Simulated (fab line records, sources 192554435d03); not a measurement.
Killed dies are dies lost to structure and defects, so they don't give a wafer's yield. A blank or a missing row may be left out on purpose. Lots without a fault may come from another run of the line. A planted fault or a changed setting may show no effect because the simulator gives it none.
Split-lot experiment | flow n5_finfet | 7 lots, 39 wafers read, on a route of 1938 steps

THE SPLIT
At N5_SD_EPI_P_EPI_21 (deposits SiGe:B, time 355 s), the setting epi_growth_time_s was moved away from the recipe's 355 s on 18 of the 39 wafers read, by -43.6% to +54.0%. The other wafers ran this setting at the recipe's value.

The reading is taken at the split's own step.

THE READING
SiGe-B_of_SD_EPI_P_EPI_21.thk_nm (the simulator's own value, which no gauge read), in nm, at N5_SD_EPI_P_EPI_21 (deposits SiGe:B, time 355 s). The file gives no usual value for it. The 21 wafers here that ran the recipe average 61.1 nm, standard deviation 0.49 nm.

wafer  | tool, chamber at the split | epi_growth_time_s as run, s | against the recipe | SiGe-B_of_SD_EPI_P_EPI_21.thk_nm, nm | against lot-mates on the recipe
L079.1 | epi_rpcvd-03, 0            | 546.8                       | +54.0%             | 81.8                                 | +20.5
L079.2 | epi_rpcvd-03, 0            | 355                         | recipe             | 61.2                                 | -
L079.3 | epi_rpcvd-03, 0            | 355                         | recipe             | 61                                   | -
L079.4 | epi_rpcvd-03, 0            | 355                         | recipe             | 61.6                                 | -
L079.5 | epi_rpcvd-03, 0            | 546.8                       | +54.0%             | 82.2                                 | +20.9
L079.6 | epi_rpcvd-03, 0            | 546.8                       | +54.0%             | 83.4                                 | +22.1
L084.2 | epi_rpcvd-03, 0            | 355                         | recipe             | 61.6                                 | -
L084.4 | epi_rpcvd-03, 0            | 355                         | recipe             | 61.6                                 | -
L084.5 | epi_rpcvd-03, 0            | 355                         | recipe             | 61.4                                 | -
L087.1 | epi_rpcvd-04, 0            | 533.1                       | +50.2%             | 82.6                                 | +21.1
L087.2 | epi_rpcvd-04, 0            | 533.1                       | +50.2%             | 82.4                                 | +20.9
L087.3 | epi_rpcvd-04, 0            | 355                         | recipe             | 61.2                                 | -
L087.4 | epi_rpcvd-04, 0            | 355                         | recipe             | 61.8                                 | -
L087.5 | epi_rpcvd-04, 0            | 533.1                       | +50.2%             | 81.4                                 | +19.9
L087.6 | epi_rpcvd-04, 0            | 355                         | recipe             | 61.6                                 | -
L090.1 | epi_rpcvd-02, 0            | 355                         | recipe             | 60.4                                 | -
L090.2 | epi_rpcvd-02, 0            | 355                         | recipe             | 61                                   | -
L090.3 | epi_rpcvd-02, 0            | 355                         | recipe             | 60                                   | -
L090.4 | epi_rpcvd-02, 0            | 494.3                       | +39.2%             | 76                                   | +15.5
L090.5 | epi_rpcvd-02, 0            | 494.3                       | +39.2%             | 76.2                                 | +15.7
L090.6 | epi_rpcvd-02, 0            | 494.3                       | +39.2%             | 74.6                                 | +14.1
L092.1 | epi_rpcvd-02, 0            | 269.8                       | -24.0%             | 50                                   | -11.2
L092.2 | epi_rpcvd-02, 0            | 355                         | recipe             | 61.2                                 | -
L092.3 | epi_rpcvd-02, 0            | 269.8                       | -24.0%             | 50.6                                 | -10.6
L092.5 | epi_rpcvd-02, 0            | 269.8                       | -24.0%             | 50.6                                 | -10.6
L092.4 | epi_rpcvd-02, 0            | 355                         | recipe             | 61                                   | -
L092.6 | epi_rpcvd-02, 0            | 355                         | recipe             | 61.4                                 | -
L094.1 | epi_rpcvd-04, 0            | 355                         | recipe             | 60                                   | -
L094.2 | epi_rpcvd-04, 0            | 355                         | recipe             | 61.2                                 | -
L094.3 | epi_rpcvd-04, 0            | 355                         | recipe             | 60.6                                 | -
L094.4 | epi_rpcvd-04, 0            | 200.2                       | -43.6%             | 37.8                                 | -22.8
L094.5 | epi_rpcvd-04, 0            | 200.2                       | -43.6%             | 37.6                                 | -23.0
L094.6 | epi_rpcvd-04, 0            | 200.2                       | -43.6%             | 37.2                                 | -23.4
L096.1 | epi_rpcvd-03, 0            | 505.7                       | +42.5%             | 78.4                                 | +17.1
L096.2 | epi_rpcvd-03, 0            | 505.7                       | +42.5%             | 79                                   | +17.7
L096.3 | epi_rpcvd-03, 0            | 355                         | recipe             | 61.4                                 | -
L096.5 | epi_rpcvd-03, 0            | 355                         | recipe             | 61.4                                 | -
L096.4 | epi_rpcvd-03, 0            | 355                         | recipe             | 61                                   | -
L096.6 | epi_rpcvd-03, 0            | 505.7                       | +42.5%             | 78                                   | +16.7

THE FIT
A straight line over all 39 wafers: SiGe-B_of_SD_EPI_P_EPI_21.thk_nm changes by +0.436 nm for each +1% of epi_growth_time_s; r = +0.99; the points scatter about the line by 1.5 nm.
The same after taking each lot's own level away (the mean of its wafers on the recipe; 39 wafers): +0.432 nm for each +1%; r = +0.99; scatter 1.3 nm.
On that fit, the largest move of epi_growth_time_s shifts the reading by 23 nm.
The lots' own levels span 60.47 to 61.53 nm, that is 2.2 times the standard deviation above.
So the lot-to-lot level changes the slope little: the two slopes agree.
Check: with one of the wafers moved furthest among these (+54.0%) left out of the fit, the line predicts +22.7 nm for it against its lot-mates. It came out at +20.5 nm against them.

OTHER SPLITS ON THESE WAFERS
These wafers also went through other splits before the reading. Each is held against what the fit with the lots' levels taken away leaves over:
other split on the same wafers | wafers away from the commonest value | r with SiGe-B_of_SD_EPI_P_EPI_21.thk_nm (lot level and that fit taken away)
N5_FIN_SAQP_ETCH_65 time_s     | 12                                   | -0.08

THE WHOLE CHAIN: every reading that the file lists as answering this split, in the file's order
step                        | what it does                 | reading                                                                           | change (the file's fit)                                                           | r (the file's)
N5_SD_EPI_P_EPI_21          | deposits SiGe:B, time 355 s  | SiGe-B_of_SD_EPI_P_EPI_21.thk_nm (the simulator's own value, which no gauge read) | +0.424 nm for each +1% of the setting                                             | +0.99
N5_SD_EPI_P_EPI_MEAS_23     |                              | thk_nm                                                                            | withheld for each +1% of the setting                                              | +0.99
N5_SD_ACTIVATION_RS_MEAS_03 | measures by four-point-probe | RS_SD_P                                                                           | not straight: 91.7 at the lowest setting, 55.8 at the recipe, 40.7 at the highest | not given

THE FILE'S OWN FIT
SiGe-B_of_SD_EPI_P_EPI_21.thk_nm changes by +0.424 nm for each +1% of epi_growth_time_s, r = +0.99.
